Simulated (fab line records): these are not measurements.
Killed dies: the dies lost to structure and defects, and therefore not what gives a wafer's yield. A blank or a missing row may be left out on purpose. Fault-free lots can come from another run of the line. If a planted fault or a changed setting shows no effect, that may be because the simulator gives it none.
A struck lot beside a sound one    flow n5_finfet    21 out of 1938 route steps
Sound: the wafers L715.3, L715.5, L715.6. Wafers L722.3, L722.5, L722.6 were the ones struck. Last of all comes the cause.
Each step with rows lists, per side, the tool, then ch with its chambers, then its first start. Under that, the readings that differ: sound wafers    struck wafers    difference of the means    sigmas: that difference in standard deviations of wafers without a fault.
alike: readings whose means differ by less than 2 such deviations, and words and numbers that are the same on both sides. not compared: withheld readings, readings that some wafer has no value for, bounds like >300 that may hide the same value, and numbers for which the record gives no deviation and whose values overlap.
A row with sigmas, a row that says differs or no value, or rows on one side alone: a step with any of these is where the two part. Numbers that don't overlap but have no deviation are shown without sigmas and don't part them. A reading that every wafer of one side lacks parts them only if that side has two wafers or more.

first, 8 steps without rows for these wafers: N5_BEOL_M12_DESCUM_15 (chemistry O2, time 7.9 s); N5_BEOL_M12_ETCH_59 (etches BARC in N2/H2, target depth 89 nm, overetch 26.7 nm, time 67.9 s); N5_BEOL_M12_VIA_ETCH_16 (etches SiOC in C4F8/O2/Ar, target depth 724.8 nm); N5_BEOL_M12_STRIP_63 (strips in N2/H2); N5_BEOL_M12_STRIP_64 (strips in N2/H2); N5_BEOL_M12_STRIP_71 (strips in post etch residue remover, time 60 s); N5_BEOL_M12_SRD_72 (time 30 s, dry time 30 s); N5_BEOL_M12_COAT_65 (time 60 s, resist thk 300 nm).
N5_BEOL_M12_COAT_66: time 60 s, resist thk 110 nm.
  sound on litho_track-05 ch 0, day 14 04:08; struck on litho_track-05 ch 0, day 15 14:01
reading                                      sound                 struck                difference  sigmas
spin_speed_rpm (rpm)                         1498.5 1498.5 1499.7  1786.7 1786.4 1786.6  +287.7      +99 or more
model.SiARC_of_BEOL_M12_COAT_66.thk_nm (nm)  109.6 109.4 109.2     101 100.8 101         -8          
then, 8 steps without rows for these wafers: N5_BEOL_M12_COAT_22 (resist thk 300 nm); N5_BEOL_M12_EBR_24; N5_BEOL_M12_SOFTBAKE_23 (time 60 s); N5_BEOL_M12_EXPOSE_25 (exposes mask M12); N5_BEOL_M12_PEB_26 (peb time 90 s); N5_BEOL_M12_DEVELOP_27 (develop time 45 s); N5_BEOL_M12_HARDBAKE_32 (time 120 s); N5_BEOL_M12_DESCUM_33 (chemistry O2, time 7.9 s).
N5_BEOL_M12_ETCH_67: etches SiARC in CF4, target depth 143 nm, time 238.3 s.
  sound on rie_diel-03 ch 2,3, day 14 04:43; struck on rie_diel-04 ch 0,1,3, day 15 14:44
reading                                     sound              struck             difference  sigmas
etch_rf_on_time_s (s)                       239 239 232        213 224 203        -23         -3
model.etch.depth_nm (nm)                    109.6 109.4 109.3  101 100.8 100.9    -9          
model.coat_of_BEOL_M12_COAT_22.thk_nm (nm)  212.8 212.8 213    218.4 218.6 218.8  +5.7        
  alike: drypump_motor_current_A, oes_product_au, rf_vpp_V, showerhead_plenum_p_Torr, throttle_valve_pct
  not compared: rf_hours_counter_h
N5_BEOL_M12_ETCH_68: etches SOC in N2/H2, time 285 s.
  sound on rie_diel-03 ch 2,3, day 14 04:52; struck on rie_diel-04 ch 0,1,3, day 15 14:53
reading                                      sound         struck      difference  sigmas
model.SiARC_of_BEOL_M12_COAT_66.thk_nm (nm)  84.8 84.4 85  76.2 77 76  -8.3        
  alike: drypump_motor_current_A, oes_product_au, rf_vpp_V, showerhead_plenum_p_Torr, throttle_valve_pct
  not compared: rf_hours_counter_h
then, 2 steps without rows for these wafers: N5_BEOL_M12_STRIP_69 (strips in N2/H2); N5_PASSIVATION_PROBE_49.

## WHERE THEY PART
At N5_BEOL_M12_COAT_66 first; at N5_BEOL_M12_ETCH_67 last (within this record only). Later steps at which nothing parts them and some readings are alike: N5_BEOL_M12_ETCH_68.

WHY: the cause the simulator had injected
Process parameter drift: litho_track-05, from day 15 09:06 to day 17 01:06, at N5_BEOL_M12_COAT_66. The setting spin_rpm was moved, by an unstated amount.
